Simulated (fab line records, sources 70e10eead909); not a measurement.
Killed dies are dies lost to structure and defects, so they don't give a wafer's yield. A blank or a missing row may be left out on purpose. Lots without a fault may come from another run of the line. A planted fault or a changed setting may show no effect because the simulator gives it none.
Which tool did it? | flow nand_harc | 11 lots, 33 wafers sampled, at 6 steps of a route of 1159

WHAT THE GAUGES READ, wafer by wafer
NHARC_A_CONTACT_INSPECT_71. Usual: raw_defect_count 29, standard deviation 16.
lot  | measured     | on                | raw_defect_count | flag
L892 | day 16 21:51 | defect_inspect-01 | 20 31 19         |
L894 | day 17 02:25 | defect_inspect-01 | 29 21 21         |
L893 | day 17 00:41 | defect_inspect-01 | 22 19 30         |
L895 | day 18 03:37 | defect_inspect-01 | 29 22 36         |
L896 | day 18 07:29 | defect_inspect-01 | 10 10 11         |
L897 | day 18 15:51 | defect_inspect-02 | 30 24 23         |
L901 | day 19 14:32 | defect_inspect-01 | 418 428 416      | OFF
L902 | day 20 00:44 | defect_inspect-01 | 44 40 46         |
L903 | day 20 03:41 | defect_inspect-01 | 420 402 408      | OFF
L909 | day 21 10:49 | defect_inspect-02 | 30 47 33         |
L914 | day 22 18:04 | defect_inspect-02 | 34 49 35         |

NHARC_END_SORT_01. Usual: killed_at_array 29, standard deviation 13; killed_at_other 0.7, standard deviation 1; killed_at_periphery 3.2, standard deviation 2.3; killed_dies 33, standard deviation 13; killed_open 3.3, standard deviation 1.7; killed_short 2.0, standard deviation 1.5.
lot  | measured     | on        | killed_at_array | killed_at_other | killed_at_periphery | killed_dies | killed_open | killed_short | flag
L901 | day 22 02:29 | prober-01 | 78 50 57        | 2 0 0           | 8 5 6               | 88 55 63    | 2 1 4       | 3 1 0        |
L903 | day 22 17:56 | prober-02 | 63 69 77        | 0 0 0           | 1 1 2               | 64 70 79    | 6 4 4       | 4 5 2        | OFF

WHICH TOOL RAN EACH LOT (tool, then ch and the chambers of the sampled wafers, then the start)
lot  | NHARC_A_CONTACT_ETCH_121             | NHARC_A_CONTACT_ETCH_102           | NHARC_A_CONTACT_DEP_58          | NHARC_A_CONTACT_DESCUM_74
L892 | har_cap_etch-01 ch 0,1, day 16 14:10 | rie_diel-01 ch 1,3, day 16 16:01   | pecvd-02 ch 0,2, day 16 20:58   | rie_diel-11 ch 1,2,3, day 16 21:55
L894 | har_cap_etch-02 ch 0,1, day 16 18:40 | rie_diel-09 ch 1,2,3, day 16 21:24 | pecvd-01 ch 0,1, day 17 01:44   | rie_diel-11 ch 1,2,3, day 17 02:29
L893 | har_cap_etch-03 ch 0,1, day 16 19:17 | rie_diel-01 ch 1,2, day 16 20:53   | pecvd-02 ch 0,1,2, day 17 00:01 | rie_diel-01 ch 0,1, day 17 00:46
L895 | har_cap_etch-01 ch 0,1, day 17 20:54 | rie_diel-11 ch 0,1,3, day 17 22:19 | pecvd-02 ch 0,1,2, day 18 02:51 | rie_diel-01 ch 0,2,3, day 18 03:42
L896 | har_cap_etch-02 ch 0,1, day 18 01:17 | rie_diel-11 ch 0,2,3, day 18 02:45 | pecvd-01 ch 0,1, day 18 06:44   | rie_diel-11 ch 0,1, day 18 07:34
L897 | har_cap_etch-01 ch 0,1, day 18 08:15 | rie_diel-11 ch 0,1,2, day 18 09:32 | pecvd-02 ch 1,2, day 18 14:58   | rie_diel-01 ch 1,2,3, day 18 15:55
L901 | har_cap_etch-02 ch 0,1, day 19 09:42 | rie_diel-01 ch 0,2,3, day 19 11:19 | pecvd-02 ch 1,2, day 19 13:42   | rie_diel-11 ch 0,2,3, day 19 14:37
L902 | har_cap_etch-01 ch 0,1, day 19 19:07 | rie_diel-01 ch 0,2, day 19 20:29   | pecvd-01 ch 0,1,2, day 19 23:55 | rie_diel-11 ch 0,3, day 20 00:48
L903 | har_cap_etch-01 ch 0,1, day 19 23:11 | rie_diel-11 ch 1,2,3, day 20 00:28 | pecvd-02 ch 1,2, day 20 02:52   | rie_diel-01 ch 0,1, day 20 03:45
L909 | har_cap_etch-01 ch 0,1, day 21 04:17 | rie_diel-11 ch 0,1,3, day 21 05:44 | pecvd-01 ch 0,2, day 21 10:00   | rie_diel-01 ch 0,1,3, day 21 10:52
L914 | har_cap_etch-02 ch 0,1, day 22 13:39 | rie_diel-01 ch 1,2,3, day 22 14:55 | pecvd-01 ch 1,2, day 22 17:21   | rie_diel-11 ch 1,2,3, day 22 18:08
- NHARC_A_CONTACT_ETCH_121: etches the open film in C4F8/O2/Ar, time 94 s, target depth 922 nm.
- NHARC_A_CONTACT_ETCH_102: etches the open film in CF4/O2, target depth 70 nm, overetch 7 nm, time 38.5 s.
- NHARC_A_CONTACT_DEP_58: deposits SiON, target thk 60 nm.
- NHARC_A_CONTACT_DESCUM_74: chemistry O2, time 3 s.

WHAT THE TOOLS THEMSELVES READ (means of the sampled wafers that have a number; where no wafer has one, the mark that the record gives instead)
NHARC_A_CONTACT_ETCH_102. Usual: drypump_motor_current_A 5.5 A, standard deviation 0.32; oes_product_au 1.003 a.u., standard deviation 0.01; rf_vpp_V 197.9 V, standard deviation 1.4; showerhead_plenum_p_Torr 1.34 Torr, standard deviation 0.058; throttle_valve_pct 13.399 %, standard deviation 0.0099.
lot  | tool        | drypump_motor_current_A (A) | oes_product_au (a.u.) | rf_vpp_V (V) | showerhead_plenum_p_Torr (Torr) | throttle_valve_pct (%) | flag
L892 | rie_diel-01 | 5.2                         | 0.995                 | 198.8        | 1.40                            | 13.402                 |
L894 | rie_diel-09 | 5.7                         | 0.991                 | 198.1        | 1.32                            | 13.403                 |
L893 | rie_diel-01 | 5.6                         | 1.002                 | 199.1        | 1.41                            | 13.397                 |
L895 | rie_diel-11 | 5.4                         | 1.004                 | 196.7        | 1.30                            | 13.396                 |
L896 | rie_diel-11 | 5.7                         | 1.001                 | 196.9        | 1.31                            | 13.397                 |
L897 | rie_diel-11 | 5.5                         | 1.009                 | 197.8        | 1.34                            | 13.401                 |
L901 | rie_diel-01 | 5.4                         | 0.996                 | 198.1        | 1.35                            | 13.398                 |
L902 | rie_diel-01 | 5.6                         | 0.998                 | 198.1        | 1.34                            | 13.405                 |
L903 | rie_diel-11 | 5.5                         | 1.013                 | 198.0        | 1.36                            | 13.402                 |
L909 | rie_diel-11 | 5.5                         | 1.008                 | 197.8        | 1.30                            | 13.389                 |
L914 | rie_diel-01 | 5.4                         | 1.003                 | 198.8        | 1.38                            | 13.396                 |

NHARC_A_CONTACT_DEP_58. Usual: heater_power_w 713 W, standard deviation 73.
lot  | tool     | heater_power_w (W) | flag
L892 | pecvd-02 | 658                |
L894 | pecvd-01 | 705                |
L893 | pecvd-02 | 706                |
L895 | pecvd-02 | 689                |
L896 | pecvd-01 | 786                |
L897 | pecvd-02 | 759                |
L901 | pecvd-02 | 736                |
L902 | pecvd-01 | 694                |
L903 | pecvd-02 | 775                |
L909 | pecvd-01 | 677                |
L914 | pecvd-01 | 700                |

NHARC_A_CONTACT_DESCUM_74. Usual: drypump_motor_current_A 5.53 A, standard deviation 0.28; oes_product_au 1.004 a.u., standard deviation 0.011; rf_vpp_V 57.8 V, standard deviation 0.87; showerhead_plenum_p_Torr 1.93 Torr, standard deviation 0.082; throttle_valve_pct 11.310 %, standard deviation 0.0092.
lot  | tool        | drypump_motor_current_A (A) | oes_product_au (a.u.) | rf_vpp_V (V) | showerhead_plenum_p_Torr (Torr) | throttle_valve_pct (%) | flag
L892 | rie_diel-11 | 5.51                        | 1.006                 | 58.4         | 1.95                            | 11.314                 |
L894 | rie_diel-11 | 5.52                        | 1.015                 | 57.8         | 1.95                            | 11.308                 |
L893 | rie_diel-01 | 5.58                        | 0.997                 | 57.7         | 2.00                            | 11.307                 |
L895 | rie_diel-01 | 5.41                        | 0.993                 | 58.3         | 1.94                            | 11.309                 |
L896 | rie_diel-11 | 5.25                        | 1.017                 | 57.6         | 1.90                            | 11.315                 |
L897 | rie_diel-01 | 5.42                        | 0.997                 | 58.4         | 1.99                            | 11.313                 |
L901 | rie_diel-11 | 5.71                        | 1.014                 | 57.5         | 1.88                            | 11.316                 |
L902 | rie_diel-11 | 5.63                        | 1.014                 | 57.6         | 1.79                            | 11.313                 |
L903 | rie_diel-01 | 5.55                        | 1.000                 | 57.1         | 1.94                            | 11.311                 |
L909 | rie_diel-01 | 5.38                        | 0.998                 | 57.7         | 1.96                            | 11.304                 |
L914 | rie_diel-11 | 5.51                        | 1.008                 | 57.2         | 1.94                            | 11.310                 |

THE ANSWER, worked out from the rows above alone
Rule: a lot is off if the mean of its wafers that have a number lies more than 3 standard deviations from the usual mean. A lot without any number at a reading at which 4 lots or more have one is off too. The other lots that the step has rows for count as sound. The gauges are gone through in route order, then the tools' own readings, and for those a lot's mean is taken as printed above. The first step at which some lot is off is used, and at that step the reading that is off furthest; a lot without a number counts as furthest.
Off: L901, L903, at NHARC_A_CONTACT_INSPECT_71 (raw_defect_count).
A tool fits if, at a process step before that reading, it ran every lot that is off, and no sound lot after the first of them. The gauges at NHARC_A_CONTACT_INSPECT_71 are tried like those tools. One fits: pecvd-02 at NHARC_A_CONTACT_DEP_58. Its last sound lot is L897 (day 18 14:58), its first lot that is off L901 (day 19 13:42): a fault that began between those two fits.

WHAT THE SIMULATOR HAD PUT IN
Chamber particle source: pecvd-02, from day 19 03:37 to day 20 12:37, at NHARC_A_CONTACT_DEP_58. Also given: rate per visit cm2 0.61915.
Lots struck among those shown: L901, L903. The rule above found the same.
